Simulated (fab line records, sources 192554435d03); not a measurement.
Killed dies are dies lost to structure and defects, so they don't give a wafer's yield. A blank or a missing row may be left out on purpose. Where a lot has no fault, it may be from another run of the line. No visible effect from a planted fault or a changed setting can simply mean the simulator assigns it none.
Split-lot study | flow n5-finfet | 21 wafers read across 7 lots, on a route 1938 steps long

== THE SPLIT ==
At N5_BEOL_M2_DESCUM_33 (chemistry O2, time 7 s), the setting time-s was moved away from the recipe's 7 s on 8 of the 21 wafers read, by -18.8% to +14.1%. The other wafers ran this setting at the recipe's value.

== FROM THE SPLIT TO THE READING: what the file shows between them, 3 steps ==
- N5_BEOL_M2_ETCH_77: etches underlayer in N2/H2, target depth 6.5 nm, time 5.2 s
- N5_BEOL_M2_ETCH_69: etches SiARC in CF4, target depth 15.6 nm, time 26 s
- N5_BEOL_M2_ALD_98: deposits SiO2, target thk 2.5 nm, pulse time 1 s, co reactant pulse time 1 s

== THE READING ==
CAR-EUV_of_BEOL_M2_COAT_22.thk-nm (the simulator's own value, which no gauge read), in nm, at N5_BEOL_M2_ETCHBACK_99 (etches SiO2 in CHF3, target depth 5 nm, time 10.4 s). There is no usual value for it anywhere in the file. Here, 13 wafers ran the recipe; their average is 10.4 nm with a standard deviation of 0.16 nm.

wafer  | tool, chamber at the split | time-s as run, s | against the recipe | CAR-EUV_of_BEOL_M2_COAT_22.thk-nm, nm | against lot-mates on the recipe
L074.1 | rie-diel-01, 2,3           | 7                | recipe             | 10.4                                  | -
L074.4 | rie-diel-01, 2             | 7                | recipe             | 10.4                                  | -
L074.5 | rie-diel-01, 2,3           | 7                | recipe             | 10.2                                  | -
L079.3 | rie-diel-04, 2             | 7                | recipe             | 10.6                                  | -
L079.4 | rie-diel-04, 2             | 7                | recipe             | 10.4                                  | -
L079.5 | rie-diel-04, 1             | 7.985            | +14.1%             | 9.8                                   | -0.7
L080.1 | rie-diel-04, 1             | 6.207            | -11.3%             | 10.8                                  | +0.2
L080.3 | rie-diel-04, 2             | 7                | recipe             | 10.6                                  | -
L080.5 | rie-diel-04, 2             | 7                | recipe             | 10.6                                  | -
L082.2 | rie-diel-01, 1             | 7                | recipe             | 10.4                                  | -
L082.4 | rie-diel-01, 2             | 7                | recipe             | 10.2                                  | -
L082.6 | rie-diel-01, 1             | 5.722            | -18.3%             | 11                                    | +0.7
L083.2 | rie-diel-04, 1             | 7                | recipe             | 10.6                                  | -
L083.4 | rie-diel-04, 2             | 7                | recipe             | 10.6                                  | -
L083.6 | rie-diel-04, 1             | 7                | recipe             | 10.6                                  | -
L088.2 | rie-diel-03, 2,0           | 5.683            | -18.8%             | 11                                    | +0.8
L088.3 | rie-diel-03, 1             | 7                | recipe             | 10.2                                  | -
L088.4 | rie-diel-03, 2,0           | 5.683            | -18.8%             | 11.2                                  | +1.0
L095.2 | rie-diel-04, 3,0           | 7.903            | +12.9%             | 9.8                                   | no lot-mate on the recipe
L095.3 | rie-diel-04, 3,0           | 7.903            | +12.9%             | 10                                    | no lot-mate on the recipe
L095.6 | rie-diel-04, 0             | 7.903            | +12.9%             | 10                                    | no lot-mate on the recipe
When a row names more than one chamber, that row covers several wafers, and the file does not tell which wafer ran in which chamber.

THE FIT
A straight line over all 21 wafers: CAR-EUV_of_BEOL_M2_COAT_22.thk-nm changes by -0.0364 nm for each +1% of time-s; r = -0.93; the points scatter about the line by 0.15 nm.
The same after taking each lot's own level away (the mean of its wafers on the recipe; 18 wafers): -0.0437 nm for each +1%; r = -0.96; scatter 0.11 nm.
According to that fit, moving time-s by its largest amount changes the reading by 0.82 nm.
Across the lots, their own levels run from 10.20 to 10.60 nm, a range of 2.5 times the standard deviation given above.
So the lot-to-lot level changes the slope: the two fits differ.
Check: with one of the wafers moved furthest among these (-18.8%) left out of the fit, the line predicts +0.805 nm for it against its lot-mates. It came out at +0.8 nm against them.

== OTHER SPLITS ON THESE WAFERS ==
Before the reading, these wafers also passed through other splits. Each is held against what the fit with the lots' levels taken away leaves over:
other split on the same wafers | wafers away from the commonest value | r with CAR-EUV_of_BEOL_M2_COAT_22.thk-nm (lot level and that fit taken away)
N5_BEOL_M2_COAT_62 spin-rpm    | 3                                    | +0.16

== THE WHOLE CHAIN: every reading that the file lists as answering this split, in the file's order ==
step                   | what it does                                                | reading                                                                            | change (the file's fit)                | r (the file's)
N5_BEOL_M2_DESCUM_33   | chemistry O2, time 7 s                                      | CAR-EUV_of_BEOL_M2_COAT_22.thk-nm (the simulator's own value, which no gauge read) | -0.0369 nm for each +1% of the setting | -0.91
N5_BEOL_M2_ETCH_77     | etches underlayer in N2/H2, target depth 6.5 nm, time 5.2 s | CAR-EUV_of_BEOL_M2_COAT_22.thk-nm (the simulator's own value, which no gauge read) | -0.0398 nm for each +1% of the setting | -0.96
N5_BEOL_M2_ETCH_69     | etches SiARC in CF4, target depth 15.6 nm, time 26 s        | CAR-EUV_of_BEOL_M2_COAT_22.thk-nm (the simulator's own value, which no gauge read) | -0.0421 nm for each +1% of the setting | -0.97
N5_BEOL_M2_ETCHBACK_99 | etches SiO2 in CHF3, target depth 5 nm, time 10.4 s         | CAR-EUV_of_BEOL_M2_COAT_22.thk-nm (the simulator's own value, which no gauge read) | -0.0413 nm for each +1% of the setting | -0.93

== THE FILE'S OWN FIT ==
CAR-EUV_of_BEOL_M2_COAT_22.thk-nm changes by -0.0413 nm for each +1% of time-s, r = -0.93.
